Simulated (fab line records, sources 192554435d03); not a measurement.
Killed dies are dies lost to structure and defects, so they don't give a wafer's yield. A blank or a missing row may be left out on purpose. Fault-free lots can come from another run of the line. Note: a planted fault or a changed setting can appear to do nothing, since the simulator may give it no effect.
Matching of chambers | flow n5Finfet | 4 sister chambers for N5_STI_FIN_REVEAL_ETCH_34 on rieSi-03
The step etches Si in H2, material Si, target depth 0.97 nm. 7 wafers are shown with their chamber, then 7 later ones without.

== WAFERS PAIRED WITH THEIR CHAMBERS ==
wafer  | chamber | throttleValvePct (%) | oesProductAu (a.u.)
L077.5 | 1       | 25.96                | 0.982
L079.2 | 2       | 25.67                | 1.014
L079.6 | 0       | 25.34                | 0.979
L084.5 | 3       | 25.90                | 1.025
L084.6 | 0       | 25.33                | 0.969
L087.3 | 3       | 25.90                | 1.019
L087.4 | 1       | 25.95                | 0.977

== WAFERS MISSING THEIR CHAMBER ==
wafer  | throttleValvePct (%) | oesProductAu (a.u.)
L087.6 | 25.90                | 1.014
L088.3 | 25.69                | 1.027
L088.5 | 25.66                | 1.020
L088.6 | 25.89                | 1.024
L095.1 | 25.90                | 1.029
L095.4 | 25.34                | 0.976
L095.6 | 25.33                | 0.975

== WHICH CHAMBER EACH WENT THROUGH ==
wafer  | from the rows above | in truth
L087.6 | 3                   | 3
L088.3 | 2                   | 2
L088.5 | 2                   | 2
L088.6 | 3                   | 3
L095.1 | 3                   | 3
L095.4 | 0                   | 0
L095.6 | 0                   | 0
Correctly placed: 7 of 7. From these rows, 0 cannot be placed. 0 placed wrongly.
How it was worked out, from the rows above alone: a wafer's distance from a chamber is the root of the sum, over the readings, of the square of ((its reading less the chamber's mean) divided by the reading's scatter). The wafer belongs to the nearest chamber; if the next one is less than 2 further off, it can't be placed. The mean given for a chamber averages the wafers shown for that chamber. The scatter: the root of (the sum of the squares of (reading less its chamber's mean) over the shown wafers, divided by (wafers less chambers)).
